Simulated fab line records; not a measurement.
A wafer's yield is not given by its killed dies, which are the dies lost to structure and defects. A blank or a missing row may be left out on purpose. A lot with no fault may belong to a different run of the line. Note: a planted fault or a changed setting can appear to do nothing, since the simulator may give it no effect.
Matching of chambers + flow nand harc + 7 sister chambers for NHARC_P_STI_STRIP_24 on wet bench-06
The step strips Si3N4 in H3PO4. 7 wafers are shown with their chamber, then 7 later ones without.

## WAFERS WITH THEIR CHAMBER
| wafer  | chamber | temp c (C) |
|--------|---------|------------|
| L217.1 | 3       | 159.91     |
| L222.4 | 4       | 160.25     |
| L222.6 | 0       | 160.02     |
| L229.1 | 2       | 160.05     |
| L229.4 | 7       | 159.91     |
| L229.5 | 6       | 159.67     |
| L232.1 | 1       | 160.08     |

## WAFERS WHOSE CHAMBER IS MISSING
| wafer  | temp c (C) |
|--------|------------|
| L232.2 | 160.20     |
| L232.6 | 159.88     |
| L237.4 | 159.84     |
| L237.5 | 160.23     |
| L240.1 | 159.98     |
| L240.4 | 160.10     |
| L240.5 | 159.92     |

## THE CHAMBER EACH PASSED THROUGH
| wafer  | from the rows above                    | in truth                   |
|--------|----------------------------------------|----------------------------|
| L232.2 | can't be placed: 4 or 1                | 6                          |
| L232.6 | can't be placed: 3 or 7                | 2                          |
| L237.4 | can't be placed: 3 or 7                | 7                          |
| L237.5 | 4                                      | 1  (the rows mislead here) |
| L240.1 | can't be placed: 0 or 3 or 7 or 2 or 1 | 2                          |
| L240.4 | can't be placed: 1 or 2 or 0           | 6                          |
| L240.5 | can't be placed: 3 or 7                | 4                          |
Correctly placed: 0 of 7. Can't be placed from these rows: 6 (the true chamber is among the candidates in 2). Placed wrongly: 1.
How it was worked out, from the rows above alone: a wafer's distance from a chamber is the root of the sum, over the readings, of the square of ((its reading less the chamber's mean) divided by the reading's scatter). The wafer belongs to the nearest chamber; if the next one is less than 2 further off, it can't be placed. The mean given for a chamber averages the wafers shown for that chamber. The scatter: root of mean squared gap, hidden wafer to nearest shown wafer, with one shown wafer a chamber.
